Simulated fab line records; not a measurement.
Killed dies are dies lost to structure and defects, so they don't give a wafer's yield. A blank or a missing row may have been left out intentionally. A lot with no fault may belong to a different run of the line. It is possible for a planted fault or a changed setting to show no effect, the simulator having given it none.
A lot that was struck, set against a sound lot :: flow nand_harc :: 14 steps out of a route of 1159
Sound: the wafers L440.1, L440.3, L440.6. Struck: wafer L454.3. (L454.6 of the same lot was not struck and is left out.) The cause comes at the end.
For every step that has rows: the tool of each side, followed by ch and its chambers, followed by its first start. Under that, the readings that differ: sound wafers :: struck wafers :: difference of the means :: sigmas: that difference in standard deviations of wafers without a fault.
alike: readings whose means differ by less than 2 such deviations, and words and numbers that are the same on both sides. not compared: withheld readings, readings that some wafer has no value for, bounds like >300 that may hide the same value, and numbers for which the record gives no deviation and whose values overlap.
A row with sigmas, a row that says differs or no value, or rows on one side alone: a step with any of these is where the two part. Non-overlapping numbers with no deviation appear without sigmas and do not part them. Lack of a reading on every wafer of one side parts them only where that side has two or more wafers.

first, 2 steps without rows for these wafers: NHARC_A_SOURCE_PLATE_SRD_01; NHARC_A_SOURCE_PLATE_OXIDE_02 (material SiO2, target thk 10 nm, ox time 1362 s).
NHARC_A_SOURCE_PLATE_THK_MEAS_09: measures by ellipsometry.
  sound on film_metro-02 at day 8 03:52; struck on film_metro-01 at day 11 07:09
  alike: thk_nm
then, 3 steps without rows for these wafers: NHARC_A_SOURCE_PLATE_PVD_04 (deposits WSi2, target thk 50 nm); NHARC_A_SOURCE_PLATE_CVD_03 (deposits poly-Si, target thk 200 nm, time 4000 s); NHARC_A_SOURCE_PLATE_ANNEAL_05 (time 1800 s).
NHARC_A_SOURCE_PLATE_THK_MEAS_06: measures by ellipsometry.
  sound on film_metro-02 at day 8 17:09; struck on film_metro-01 at day 11 18:26
  alike: thk_nm
NHARC_A_SOURCE_PLATE_INSPECT_08:
  sound on defect_inspect-02 at day 8 17:16; struck on defect_inspect-02 at day 11 18:32
  alike: raw_defect_count
then, 1 step without rows for these wafers: NHARC_A_ONON_D1_DEP_00 (target thk 1000 nm).
NHARC_A_ONON_D1_THK_MEAS_02: measures by ellipsometry.
  sound on film_metro-01 at day 8 17:52; struck on film_metro-01 at day 11 19:25
  alike: thk_nm
NHARC_A_ONON_D1_DEP_03: target thk 1000 nm.
  sound on pecvd_onon-03 ch 0, day 8 17:55; struck on pecvd_onon-03 ch 0, day 11 19:35
NHARC_A_ONON_D1_THK_MEAS_05: measures by ellipsometry.
  sound on film_metro-02 at day 8 18:26; struck on film_metro-02 at day 11 19:59
reading: thk_nm (nm)
sound: 1010 1009 1008
struck: 1410
difference: +401
sigmas: +40
then, 1 step without rows for these wafers: NHARC_A_ONON_D1_DEP_06 (target thk 1000 nm).
-- record jumps: 12 days between struck wafers' starts before vs after; left off in module A_ONON_D1, resumes in module END, first step shown is number 1159 of the route --
NHARC_END_SORT_01:
  only the struck wafers appear in the record here, on prober-02 ch 0 at day 23 15:33; the sound ones have no rows

== WHERE THEY PART ==
Last at NHARC_END_SORT_01 as far as this record goes, first at NHARC_A_ONON_D1_THK_MEAS_05.

WHY: the cause the simulator had injected
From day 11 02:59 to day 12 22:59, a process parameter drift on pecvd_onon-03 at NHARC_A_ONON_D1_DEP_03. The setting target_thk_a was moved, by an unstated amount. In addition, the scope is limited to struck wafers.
